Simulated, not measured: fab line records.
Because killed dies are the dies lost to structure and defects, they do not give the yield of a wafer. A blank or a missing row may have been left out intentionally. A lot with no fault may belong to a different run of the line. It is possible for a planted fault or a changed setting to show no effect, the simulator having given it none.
fab line records	flow nand-harc
record: lots: 6	wafers: 18	last-day: 32
route steps=1302 shown A_CONTACT@996 END@1302
lots that met no fault: taken from a fault-free run of the same line
start-h: hours from the record's opening day to when the first of the lot's shown wafers began	wait-h: hours from the lot's prior step to this one	" unchanged from the row above	L1.1+2: a row that stands for several wafers	- no value, or no start was given	* or withheld: withheld	< > ~ a bound
route shown NAME@n: NAME is a module with steps in the file, n the number in the route of the first one	usual: mean and standard deviation over wafers with no fault	same: alike in all rows	chamber/n: place in a boat	sites: each site's reading	_std_site: standard deviation of those values	_edge_site: the outer-site mean with the inner-site mean subtracted	radius-mm: for every site, how far away it sits from the centre of the wafer	mask NAME#n: copy n	behind: the most recent tool/chamber to have shaped the wafer	hold: what put the lot on hold/how long, in hours/how the hold closed	device: the transistor (n, p or np) that didn't switch	end of line: the tests these same wafers got at the end of their route	for a step that has no rows: nothing shown but its recipe	killed: dies lost to structure and defects at the first sort, not the wafer's yield	map: a wafer's dies, x killed, . not, _ none there
set.NAME: setting as actually run; set.NAME@STEP: the setting as run at that earlier step	model.NAME: the simulator's own value behind a step, which no gauge read
lots at selected steps of the route; one table per step, one row per wafer
services: from which hour (start-h, from the record's first day; less than 0 if before it) a tool's chamber was out of use, for how many hours, and why
== steps ==
step: NHARC_A_CONTACT_DEVELOP_41
recipe: develop-time-s: 35	dev-temp-c: 23
step: NHARC_A_CONTACT_CD_MEAS_42
recipe: target-cd-nm: 300	landing-energy-ev: 500
usual: cd-nm: 300.0/0.6
lot.wafer	tool	chamber	start-h	wait-h	cd-nm
L245.2	cd-sem-02	0	529.44	-	300.0
L245.5	"	0	"	"	300.5
L245.6	"	0	"	"	299.4
L251.1	cd-sem-03	0	590.50	-	298.9
L251.2	"	0	"	"	299.6
L251.3	"	0	"	"	299.3
L253.1	cd-sem-01	0	621.21	-	299.3
L253.3	"	0	"	"	299.3
L253.4	"	0	"	"	299.2
L255.2	cd-sem-03	0	634.19	-	299.3
L255.4	"	0	"	"	299.1
L255.5	"	0	"	"	300.2
L258.2	cd-sem-03	0	644.75	-	299.9
L258.4	"	0	"	"	299.9
L258.5	"	0	"	"	298.3
L261.1	cd-sem-02	0	695.33	-	300.3
L261.4	"	0	"	"	300.4
L261.6	"	0	"	"	300.7
step: NHARC_A_CONTACT_OVL_MEAS_43
usual: overlay-x-nm: -0.1/0.77	overlay-y-nm: 0.1/0.88
lot.wafer	tool	chamber	start-h	wait-h	overlay-x-nm	overlay-y-nm
L245.2	overlay-02	-	529.52	-	0.1	-1.2
L245.5	"	-	"	"	0.4	-1.4
L245.6	"	-	"	"	0.5	-1.7
L251.1	overlay-02	-	590.59	-	-0.9	0.5
L251.2	"	-	"	"	-1.0	0.7
L251.3	"	-	"	"	-0.5	-0.3
L253.1	overlay-02	-	621.29	-	-0.9	-0.5
L253.3	"	-	"	"	-1.0	0.0
L253.4	"	-	"	"	-1.4	0.1
L255.2	overlay-01	-	634.27	-	0.6	-0.7
L255.4	"	-	"	"	0.6	0.2
L255.5	"	-	"	"	-0.1	-0.4
L258.2	overlay-01	-	644.84	-	0.7	1.8
L258.4	"	-	"	"	0.8	2.1
L258.5	"	-	"	"	0.7	2.2
L261.1	overlay-02	-	695.42	-	1.7	-0.4
L261.4	"	-	"	"	0.8	-1.0
L261.6	"	-	"	"	1.0	-0.7
step: NHARC_A_CONTACT_INSPECT_44
usual: raw-defect-count: 89/39
lot.wafer	tool	chamber	start-h	wait-h	raw-defect-count
L245.2	defect-inspect-01	-	529.56	0.0	166
L245.5	"	-	"	"	147
L245.6	"	-	"	"	149
L251.1	defect-inspect-02	-	590.63	0.0	46
L251.2	"	-	"	"	43
L251.3	"	-	"	"	59
L253.1	defect-inspect-01	-	621.33	0.0	114
L253.3	"	-	"	"	102
L253.4	"	-	"	"	98
L255.2	defect-inspect-01	-	634.31	0.0	133
L255.4	"	-	"	"	135
L255.5	"	-	"	"	124
L258.2	defect-inspect-02	-	644.89	0.1	98
L258.4	"	-	"	"	116
L258.5	"	-	"	"	89
L261.1	defect-inspect-01	-	695.46	0.0	41
L261.4	"	-	"	"	30
L261.6	"	-	"	"	33
step: NHARC_A_CONTACT_DESCUM_47
recipe: time-s: 3	o2-flow-sccm: 200	ar-flow-sccm: 0	bias-power-w: 0	chemistry: O2
usual: drypump-motor-current-A: 5.7/0.47	oes-product-au: 0.997/0.011	rf-vpp-V: 57.8/0.89	showerhead-plenum-p-Torr: 1.94/0.068	throttle-valve-pct: 11.311/0.0084
lot.wafer	tool	chamber	start-h	wait-h	drypump-motor-current-A	oes-product-au	rf-hours-counter-h	rf-vpp-V	showerhead-plenum-p-Torr	throttle-valve-pct
L245.2	rie-diel-13	0	529.63	0.1	6.2	1.013	0	58.4	1.93	11.322
L245.6	"	3	"	"	5.3	0.983	-	56.9	2.01	11.315
L245.5	"	0	"	"	6.2	1.010	-	57.2	1.93	11.300
L251.3	rie-diel-08	1	590.69	0.1	5.9	0.976	12	57.8	2.03	11.302
L251.2	"	3	"	"	5.8	0.993	11	57.6	2.04	11.307
L251.1	"	0	"	"	6.2	0.987	11	58.7	1.92	11.318
L253.4	rie-diel-13	3	621.40	0.1	5.3	0.995	14	58.2	2.00	11.313
L253.1	"	0	"	"	6.2	1.016	13	57.6	1.93	11.310
L253.3	"	1	"	"	6.1	1.000	12	56.3	1.90	11.316
L255.4	rie-diel-13	3	634.39	0.1	5.3	0.979	16	59.2	2.00	11.322
L255.2	"	0	"	"	6.1	1.009	15	59.3	1.93	11.324
L255.5	"	2	"	"	4.9	1.005	-	57.2	1.86	11.326
L258.2	rie-diel-04	3	644.95	0.1	6.2	1.008	27	57.8	1.91	11.312
L258.5	"	1	"	"	5.9	1.005	-	57.2	1.87	11.318
L258.4	"	2	"	"	5.6	0.998	-	59.7	1.77	11.316
L261.4	rie-diel-13	3	695.52	0.1	5.3	0.981	27	57.8	2.00	11.307
L261.1	"	2	"	"	4.9	0.998	30	56.1	1.85	11.321
L261.6	"	3	"	"	5.3	0.999	-	59.6	2.00	11.319
step: NHARC_A_CONTACT_ETCH_48
recipe: target-depth-a: 390	over-etch-frac: 0.3	time-s: 65	ion-energy-ev: 80	cf4-flow-sccm: 150	ar-flow-sccm: 0	rf-w: 300	bias-w: 100	chemistry: CF4
step: NHARC_A_CONTACT_ETCH_49
recipe: target-depth-a: 2600	over-etch-frac: 0.3	time-s: 475.3	ion-energy-ev: 200	n2-flow-sccm: 150	h2-flow-sccm: 150	ar-flow-sccm: 0	rf-w: 400	bias-w: 150	chemistry: N2/H2
usual: drypump-motor-current-A: 5.7/0.46	oes-product-au: 0.998/0.011	rf-vpp-V: 431.2/2.2	showerhead-plenum-p-Torr: 2.06/0.075	throttle-valve-pct: 14.171/0.0094
lot.wafer	tool	chamber	start-h	wait-h	drypump-motor-current-A	oes-product-au	rf-hours-counter-h	rf-vpp-V	showerhead-plenum-p-Torr	throttle-valve-pct
L245.2	rie-diel-13	1	-	-	6.2	0.980	0	431.4	2.03	14.184
L245.5	"	2	"	"	4.9	0.981	-	429.1	1.98	14.157
L245.6	"	3	"	"	5.3	0.984	-	433.1	2.14	14.165
L251.1	rie-diel-08	2	-	-	5.6	0.984	12	430.5	2.03	14.183
L251.2	"	0	"	"	6.2	0.990	11	431.7	2.05	14.189
L251.3	"	1	"	"	5.9	0.984	12	435.3	2.17	14.163
L253.3	rie-diel-13	3	-	-	5.3	0.986	14	432.2	2.14	14.163
L253.1	"	0	"	"	6.1	1.009	13	431.0	2.06	14.165
L253.4	"	1	"	"	6.1	0.984	12	430.8	2.03	14.180
L255.4	rie-diel-13	3	-	-	5.3	0.982	16	432.2	2.14	14.178
L255.2	"	0	"	"	6.1	1.010	15	431.0	2.06	14.190
L255.5	"	1	"	"	6.1	1.000	-	429.5	2.03	14.175
L258.2	rie-diel-04	2	-	-	5.6	0.985	23	426.4	1.88	14.179
L258.4	"	2	"	"	5.6	0.997	-	425.4	1.88	14.177
L258.5	"	1	"	"	5.9	1.016	-	430.8	1.99	14.179
L261.4	rie-diel-13	0	-	-	6.1	1.017	26	431.3	2.05	14.179
L261.1	"	1	"	"	6.1	0.990	25	430.5	2.02	14.172
L261.6	"	0	"	"	6.1	1.016	-	431.8	2.05	14.176
step: NHARC_A_CONTACT_ETCH_50
recipe: target-depth-a: 1210	time-s: 60.5	cf4-flow-sccm: 100	chf3-flow-sccm: 30	ar-flow-sccm: 0	rf-w: 500	bias-w: 200	chemistry: CF4/CHF3
step: NHARC_A_CONTACT_ETCH_51
recipe: target-depth-a: 70000	over-etch-frac: 0.3	time-s: 1820	ion-energy-ev: 150	o2-flow-sccm: 400	cos-flow-sccm: 20	ar-flow-sccm: 0	rf-w: 500	bias-w: 300	chemistry: O2/COS
step: NHARC_A_CONTACT_ETCH_111
recipe: source-w: withheld	pressure-mtorr: 20	bias-v: withheld	time-s: 140	target-depth-a: 7000	ar-flow-sccm: withheld	c4f8-flow-sccm: withheld	o2-flow-sccm: withheld	chemistry: C4F8/O2/Ar
step: NHARC_A_CONTACT_ETCH_112
recipe: source-w: withheld	pressure-mtorr: 20	bias-v: 3000	time-s: 190	target-depth-a: 18500	ar-flow-sccm: withheld	c4f8-flow-sccm: withheld	o2-flow-sccm: withheld	chemistry: C4F8/O2/Ar
step: NHARC_A_CONTACT_ETCH_113
recipe: source-w: withheld	pressure-mtorr: 20	bias-v: 3000	time-s: 190	target-depth-a: 18500	ar-flow-sccm: withheld	c4f8-flow-sccm: withheld	o2-flow-sccm: withheld	chemistry: C4F8/O2/Ar
step: NHARC_A_CONTACT_ETCH_114
recipe: source-w: withheld	pressure-mtorr: 20	bias-v: 3000	time-s: 190	target-depth-a: 18500	ar-flow-sccm: withheld	c4f8-flow-sccm: withheld	o2-flow-sccm: withheld	chemistry: C4F8/O2/Ar
lot.wafer	tool	chamber	start-h	wait-h	rf-hours-counter-h
L245.2	har-cap-etch-03	1	532.24	0.1	50
L245.6	"	1	"	"	-
L245.5	"	0	"	"	-
L251.2	har-cap-etch-03	0	593.24	0.2	60
L251.1	"	1	"	"	60
L251.3	"	0	"	"	-
L253.1	har-cap-etch-03	0	623.75	0.1	64
L253.3	"	0	"	"	-
L253.4	"	1	"	"	-
L255.2	har-cap-etch-03	0	637.15	0.2	66
L255.4	"	0	"	"	-
L255.5	"	0	"	"	-
L258.2	har-cap-etch-01	0	647.68	0.1	25
L258.4	"	0	"	"	-
L258.5	"	0	"	"	-
L261.1	har-cap-etch-01	0	697.93	0.1	34
L261.4	"	1	"	"	-
L261.6	"	1	"	"	-
step: NHARC_A_CONTACT_ETCH_115
recipe: source-w: withheld	pressure-mtorr: 20	bias-v: 3000	time-s: 190	target-depth-a: 18500	ar-flow-sccm: withheld	c4f8-flow-sccm: withheld	o2-flow-sccm: withheld	chemistry: C4F8/O2/Ar
step: NHARC_A_CONTACT_ETCH_116
recipe: source-w: withheld	pressure-mtorr: 20	bias-v: 3000	time-s: 190	target-depth-a: 18500	ar-flow-sccm: withheld	c4f8-flow-sccm: withheld	o2-flow-sccm: withheld	chemistry: C4F8/O2/Ar
lot.wafer	tool	chamber	start-h	wait-h	rf-hours-counter-h
L245.2	har-cap-etch-03	1	532.59	0.1	50
L245.6	"	1	"	"	-
L245.5	"	0	"	"	-
L251.2	har-cap-etch-03	0	593.69	0.2	60
L251.1	"	1	"	"	60
L251.3	"	0	"	"	-
L253.1	har-cap-etch-03	0	624.09	0.1	64
L253.3	"	0	"	"	-
L253.4	"	1	"	"	-
L255.2	har-cap-etch-03	0	637.61	0.2	66
L255.4	"	0	"	"	-
L255.5	"	0	"	"	-
L258.2	har-cap-etch-01	0	648.02	0.1	25
L258.4	"	0	"	"	-
L258.5	"	0	"	"	-
L261.1	har-cap-etch-01	0	698.27	0.1	35
L261.4	"	1	"	"	-
L261.6	"	1	"	"	-
step: NHARC_A_CONTACT_ETCH_117
recipe: source-w: withheld	pressure-mtorr: 20	bias-v: 3000	time-s: 190	target-depth-a: 18500	ar-flow-sccm: withheld	c4f8-flow-sccm: withheld	o2-flow-sccm: withheld	chemistry: C4F8/O2/Ar
step: NHARC_A_CONTACT_ETCH_118
recipe: source-w: withheld	pressure-mtorr: 20	bias-v: 3000	time-s: 190	target-depth-a: 18500	ar-flow-sccm: withheld	c4f8-flow-sccm: withheld	o2-flow-sccm: withheld	chemistry: C4F8/O2/Ar
step: NHARC_A_CONTACT_ETCH_119
recipe: source-w: withheld	pressure-mtorr: 20	bias-v: 3000	time-s: 190	target-depth-a: 18500	ar-flow-sccm: withheld	c4f8-flow-sccm: withheld	o2-flow-sccm: withheld	chemistry: C4F8/O2/Ar
lot.wafer	tool	chamber	start-h	wait-h	rf-hours-counter-h
L245.2	har-cap-etch-03	1	533.09	0.1	50
L245.6	"	1	"	"	-
L245.5	"	0	"	"	-
L251.2	har-cap-etch-03	0	594.37	0.2	61
L251.1	"	1	"	"	61
L251.3	"	0	"	"	-
L253.1	har-cap-etch-03	0	624.60	0.1	64
L253.3	"	0	"	"	-
L253.4	"	1	"	"	-
L255.2	har-cap-etch-03	0	638.30	0.2	67
L255.4	"	0	"	"	-
L255.5	"	0	"	"	-
L258.2	har-cap-etch-01	0	648.53	0.1	26
L258.4	"	0	"	"	-
L258.5	"	0	"	"	-
L261.1	har-cap-etch-01	0	698.79	0.1	35
L261.4	"	1	"	"	-
L261.6	"	1	"	"	-
step: NHARC_A_CONTACT_ETCH_120
recipe: source-w: withheld	pressure-mtorr: 20	bias-v: 3000	time-s: 190	target-depth-a: 18500	ar-flow-sccm: withheld	c4f8-flow-sccm: withheld	o2-flow-sccm: withheld	chemistry: C4F8/O2/Ar
step: NHARC_A_CONTACT_ETCH_121
recipe: source-w: withheld	pressure-mtorr: 20	bias-v: 3000	time-s: 190	target-depth-a: 18500	ar-flow-sccm: withheld	c4f8-flow-sccm: withheld	o2-flow-sccm: withheld	chemistry: C4F8/O2/Ar
step: NHARC_A_CONTACT_ETCH_122
recipe: source-w: withheld	pressure-mtorr: 20	bias-v: 3000	time-s: 190	target-depth-a: 18500	ar-flow-sccm: withheld	c4f8-flow-sccm: withheld	o2-flow-sccm: withheld	chemistry: C4F8/O2/Ar
lot.wafer	tool	chamber	start-h	wait-h	rf-hours-counter-h
L245.2	har-cap-etch-03	1	533.60	0.1	51
L245.6	"	1	"	"	-
L245.5	"	0	"	"	-
L251.2	har-cap-etch-03	0	595.06	0.2	61
L251.1	"	1	"	"	61
L251.3	"	0	"	"	-
L253.1	har-cap-etch-03	0	625.11	0.1	65
L253.3	"	0	"	"	-
L253.4	"	1	"	"	-
L255.2	har-cap-etch-03	0	638.98	0.2	67
L255.4	"	0	"	"	-
L255.5	"	0	"	"	-
L258.2	har-cap-etch-01	0	649.05	0.1	26
L258.4	"	0	"	"	-
L258.5	"	0	"	"	-
L261.1	har-cap-etch-01	0	699.30	0.1	35
L261.4	"	1	"	"	-
L261.6	"	1	"	"	-
step: NHARC_A_CONTACT_ETCH_123
recipe: source-w: withheld	pressure-mtorr: 20	bias-v: 400	time-s: 490	target-depth-a: 21100	ar-flow-sccm: withheld	c4f8-flow-sccm: 11.5	o2-flow-sccm: 7.2	chemistry: C4F8/O2/Ar
step: NHARC_A_CONTACT_ETCH_90
recipe: target-depth-a: 400	over-etch-frac: 0.5	time-s: 85.7	ion-energy-ev: 120	ch3f-flow-sccm: 50	o2-flow-sccm: 30	ar-flow-sccm: 200	rf-w: 500	bias-w: 100	chemistry: CH3F/O2
step: NHARC_A_CONTACT_ETCH_96
recipe: target-depth-a: 200	over-etch-frac: 0.5	time-s: 10	ion-energy-ev: 250	c4f6-flow-sccm: 25	o2-flow-sccm: 20	ar-flow-sccm: 500	rf-w: 600	bias-w: 500	chemistry: C4F6/O2
step: NHARC_A_CONTACT_CD_MEAS_53
usual: cd-nm: 289.6/0.86
lot.wafer	tool	chamber	start-h	wait-h	cd-nm
L245.2	cd-sem-03	-	535.06	-	289.1
L245.5	"	-	"	"	289.1
L245.6	"	-	"	"	288.9
L251.1	cd-sem-03	-	596.65	-	290.5
L251.2	"	-	"	"	291.0
L251.3	"	-	"	"	290.9
L253.1	cd-sem-01	-	626.66	-	290.8
L253.3	"	-	"	"	290.5
L253.4	"	-	"	"	290.1
L255.2	cd-sem-01	-	640.55	-	288.9
L255.4	"	-	"	"	290.0
L255.5	"	-	"	"	289.8
L258.2	cd-sem-02	-	650.42	-	289.9
L258.4	"	-	"	"	290.0
L258.5	"	-	"	"	290.6
L261.1	cd-sem-03	-	700.63	-	290.5
L261.4	"	-	"	"	291.5
L261.6	"	-	"	"	291.4
step: NHARC_A_CONTACT_STRIP_99
recipe: n2-flow-sccm: 150	h2-flow-sccm: 150	ar-flow-sccm: 0	bias-w: 0	chemistry: N2/H2
step: NHARC_A_CONTACT_STRIP_100
recipe: cf4-flow-sccm: 100	chf3-flow-sccm: 30	ar-flow-sccm: 0	bias-w: 0	chemistry: CF4/CHF3
step: NHARC_A_CONTACT_STRIP_101
recipe: o2-flow-sccm: 400	cos-flow-sccm: 20	ar-flow-sccm: 0	bias-w: 0	chemistry: O2/COS
step: NHARC_A_CONTACT_ETCH_102
recipe: target-depth-a: 1000	overetch-a: 100	time-s: 55	ion-energy-ev: 100	cf4-flow-sccm: 80	o2-flow-sccm: 20	ar-flow-sccm: 0	rf-w: 300	bias-w: 100	chemistry: CF4/O2
step: NHARC_A_CONTACT_STRIP_55
recipe: o2-flow-sccm: 500	ar-flow-sccm: 0	bias-w: 0	chemistry: O2
step: NHARC_A_CONTACT_STRIP_56
recipe: time-s: 600	temp-c: 30	chemistry: post-etch-residue-remover
step: NHARC_A_CONTACT_DEP_57
recipe: target-thk-a: 53000	temp-c: 400	material: aC
step: NHARC_A_CONTACT_DEP_58
recipe: target-thk-a: 900	target-thk-nm: 90	temp-c: 400	pressure-torr: 3.5	flow-sccm: 200	rf-w: 350	material: SiON
step: NHARC_A_CONTACT_DEHYDRATE_59
recipe: temp-c: 150	time-s: 120
step: NHARC_A_CONTACT_HMDS_60
recipe: time-s: 30
step: NHARC_A_CONTACT_COAT_61
recipe: temp-c: 260	time-s: 75
step: NHARC_A_CONTACT_COAT_62
recipe: temp-c: 225	time-s: 65
step: NHARC_A_CONTACT_COAT_63
recipe: spin-rpm: 1500	resist-thk-nm: 90
step: NHARC_A_CONTACT_SOFTBAKE_64
recipe: temp-c: 105	time-s: 55
step: NHARC_A_CONTACT_EBR_65
step: NHARC_A_CONTACT_EXPOSE_66
recipe: na: 1.35	sigma-outer: 0.8	dose-mj: 59.02	mask-id: A_CC_2
step: NHARC_A_CONTACT_PEB_67
recipe: peb-temp-c: 100	peb-time-s: 65
step: NHARC_END_SORT_01
recipe: temp-c: 25
usual: killed-at-array: 57/19	killed-at-other: 0.9/1.1	killed-at-periphery: 4.0/2.6	killed-dies: 62/19	killed-open: 3.3/1.8	killed-short: 2.4/1.7
same: gross-dies: 677
lot.wafer	tool	chamber	start-h	wait-h	killed-at-array	killed-at-other	killed-at-periphery	killed-dies	killed-open	killed-short
L251.1	prober-01	0	658.82	2.5	27	0	4	31	2	1
L251.2	prober-01	0	659.63	2.8	38	1	5	44	1	3
L251.3	prober-01	0	660.43	3.1	41	1	1	43	6	1
L253.1	prober-01	0	686.90	2.5	141	0	1	142	3	3
L253.3	prober-01	0	688.49	3.1	122	1	3	126	1	1
L253.4	prober-01	0	689.28	3.4	138	0	3	141	2	1
L255.2	prober-02	0	711.71	2.8	150	0	2	152	1	2
L255.4	prober-02	0	713.29	3.4	144	1	3	148	7	4
L255.5	prober-02	0	714.08	3.7	160	0	1	161	5	0
killed by level:class
L251.1 A_STAIRCASE:chamber-film-flake=11 A_CHANNEL_HOLE_D2:chamber-film-flake=5 A_CHANNEL_HOLE_D1:chamber-film-flake=3 A_SLIT:chamber-film-flake=3 P_GATE:chamber-film-flake=2 A_CHANNEL_FILL_D1:chamber-film-flake=2 P_M0:geometric-particle:open=1 A_SOURCE_PLATE:geometric-particle:short=1
L251.2 A_CHANNEL_HOLE_D2:chamber-film-flake=22 A_CHANNEL_HOLE_D1:chamber-film-flake=4 A_CONTACT:chamber-film-flake=4 P_GATE:chamber-film-flake=3 A_STAIRCASE:chamber-film-flake=3 P_M0:geometric-particle:short=1 A_CHANNEL_FILL_D1:geometric-particle:short=1 A_DECK1_JOINT:geometric-particle:open=1
L251.3 A_CHANNEL_HOLE_D2:chamber-film-flake=12 A_STAIRCASE:chamber-film-flake=9 A_CHANNEL_HOLE_D1:chamber-film-flake=5 A_CHANNEL_FILL_D1:geometric-particle:open=3 A_SLIT:chamber-film-flake=3 A_WL_FILL:geometric-particle:open=2 A_ZERO_WELL:chamber-film-flake=2 A_CONTACT:chamber-film-flake=2
L253.1 A_CONTACT:unspecified=79 A_CHANNEL_HOLE_D1:chamber-film-flake=26 A_SLIT:chamber-film-flake=25 A_STAIRCASE:chamber-film-flake=3 A_WL_FILL:chamber-film-flake=2 P_GATE:geometric-particle:open=1 A_CHANNEL_FILL_D1:geometric-particle:short=1 A_DECK1_JOINT:geometric-particle:open=1
L253.3 A_CONTACT:unspecified=75 A_CHANNEL_HOLE_D1:chamber-film-flake=25 A_SLIT:chamber-film-flake=16 P_GATE:chamber-film-flake=2 A_STAIRCASE:chamber-film-flake=2 A_ONON_D1:geometric-particle:open=1 A_CHANNEL_HOLE_D2:geometric-particle:short=1 P_M1:chamber-film-flake=1
L253.4 A_CONTACT:unspecified=79 A_CHANNEL_HOLE_D1:chamber-film-flake=25 A_SLIT:chamber-film-flake=25 A_ZERO_WELL:chamber-film-flake=2 A_STAIRCASE:chamber-film-flake=2 A_WL_FILL:chamber-film-flake=2 P_M2:geometric-particle:open=1 A_CHANNEL_FILL_D1:geometric-particle:open=1
L255.2 A_CONTACT:unspecified=74 A_CHANNEL_HOLE_D2:chamber-film-flake=24 A_CHANNEL_HOLE_D1:chamber-film-flake=23 A_SLIT:chamber-film-flake=18 A_M1:chamber-film-flake=4 A_STAIRCASE:chamber-film-flake=2 A_CONTACT:chamber-film-flake=2 P_CONTACT:geometric-particle:open=1
L255.4 A_CONTACT:unspecified=66 A_CHANNEL_HOLE_D1:chamber-film-flake=26 A_CHANNEL_HOLE_D2:chamber-film-flake=22 A_SLIT:chamber-film-flake=14 A_M1:chamber-film-flake=4 A_CHANNEL_FILL_D2:geometric-particle:short=2 A_WL_FILL:chamber-film-flake=2 P_M1:geometric-particle:short=1
L255.5 A_CONTACT:unspecified=70 A_SLIT:chamber-film-flake=33 A_CHANNEL_HOLE_D1:chamber-film-flake=30 A_CHANNEL_HOLE_D2:chamber-film-flake=11 A_STAIRCASE:chamber-film-flake=4 A_CONTACT:chamber-film-flake=3 A_M0:geometric-particle:open=2 A_WL_FILL:chamber-film-flake=2
map L253.1 (x killed, . not)
____________.____________
_________......._________
_______.......x..._______
______.............______
_____........x......_____
____.................____
____.............x...____
___..............x....___
___.........xxx..x....___
__...x.......xx.x.xx...__
__..x........xxxxxxx...__
_.....x.....xxxxxxxxx..._
_x.........x.xxxxxxx...._
_..xxxxx.....xxxxxxx...._
_..xxx.xxx..xxxxxxxx...._
_.xxxxx.x....xxxxxxxx..._
..xxxxxx.....xxxxxx.x....
..xxxxxxxx...xxxxxxx.....
..x.xxxx.x...xxxxxx......
.....xxxx......xx........
...x..xx..............x..
_................x......_
_..x...x................_
_..x..x................._
_......................._
_......................._
__.x.x.......x.........__
__.....................__
___...................___
___...................___
____.................____
____.................____
_____...x..........._____
______.............______
_______........x.._______
_________x......_________
____________.____________
map L255.5 (x killed, . not)
____________x____________
_________xxx.x.._________
_______..x.xxx...._______
______.x....x......______
_____.x............._____
____.x...............____
____.................____
___..........x........___
___...........x...x...___
__.....x...x.xxxxxx....__
__...........xxxxxxx...__
_....x.......xxxxxx....._
_..x.......x.xxxxxx....._
_...xxxx...xxxxxxxxx...._
_.xxx..x....xxxxxxxx...._
_.xxx.x....x.xxxxxx....._
...xxxxx.....xxxxxxx.....
.xxxxxx......xxxxxxx.....
...xxxx....x..x......x...
....x.x..........xx..x...
.x...............x....x..
_......................._
_....x.................._
_.x.x.........x......x.._
_.................xx.xxx_
_.....................x._
__................x.xxx__
__...............xxxxxx__
___..............xxxxx___
___..............x.xxx___
____..............xx.____
____.............x.xx____
_____........x.....x_____
______............x______
_______......x...._______
_________......._________
____________.____________
== services ==
tool	chamber	start-h	hours	kind
rie-diel-08	3	509.73	6.1	repair
har-cap-etch-01	0	514.00	-	clean
har-cap-etch-01	0	514.00	-	consumable-replace:focus-ring
har-cap-etch-01	1	514.00	-	clean
rie-diel-13	-	519.00	9.0	pm
rie-diel-13	0	519.00	9.0	vent-cycle
rie-diel-13	1	519.00	9.0	vent-cycle
rie-diel-13	2	519.00	9.0	vent-cycle
rie-diel-13	3	519.00	9.0	vent-cycle
rie-diel-13	0	528.00	-	clean
rie-diel-13	1	528.00	-	clean
rie-diel-13	2	528.00	-	clean
rie-diel-13	0	533.95	6.5	repair
rie-diel-04	-	534.44	9.0	pm
rie-diel-08	-	545.00	9.0	pm
rie-diel-13	1	565.20	13.9	repair
rie-diel-04	1	581.89	3.3	repair
rie-diel-08	3	607.24	8.4	repair
rie-diel-04	-	615.40	0.6	repair
har-cap-etch-01	-	626.72	0.7	repair
rie-diel-04	0	642.90	5.8	repair
rie-diel-08	2	676.71	10.0	repair
rie-diel-13	-	696.00	9.0	pm
rie-diel-08	0	697.54	2.6	repair
== key ==
first-sign: step: NHARC_END_SORT_01	reading: killed-at-array	direction: up	sigmas: 4.6	usual: 57	struck: 142
effect: step: NHARC_END_SORT_01	reading: killed-dies	direction: up	sigmas: 4.5	usual: 62	struck: 145
more-kills-born-at: NHARC_A_CONTACT_ETCH_114@har-cap-etch-03: 438
met-at NHARC_A_CONTACT_ETCH_114
struck-wafers L253.1,L253.3,L253.4,L255.2,L255.4,L255.5
tester-left-out L253,L255
onset-between 593.24 623.75
also-fits NHARC_A_CONTACT_ETCH_116:har-cap-etch-03,NHARC_A_CONTACT_ETCH_119:har-cap-etch-03,NHARC_A_CONTACT_ETCH_122:har-cap-etch-03
fault: kind: chamber-particle-source	tool: har-cap-etch-03	chamber: -	onset-h: 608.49	steps: NHARC_A_CONTACT_ETCH_114	rate-per-visit-cm2: 0.50108	end-h: 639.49
tester-left-out: of these lots the tester's yield and bins aren't shown, on N5 and GAA mostly nor the transistor test; their killed dies are dies lost to structure and defects alone, not to doping, threshold or leakage, so they don't give the yield
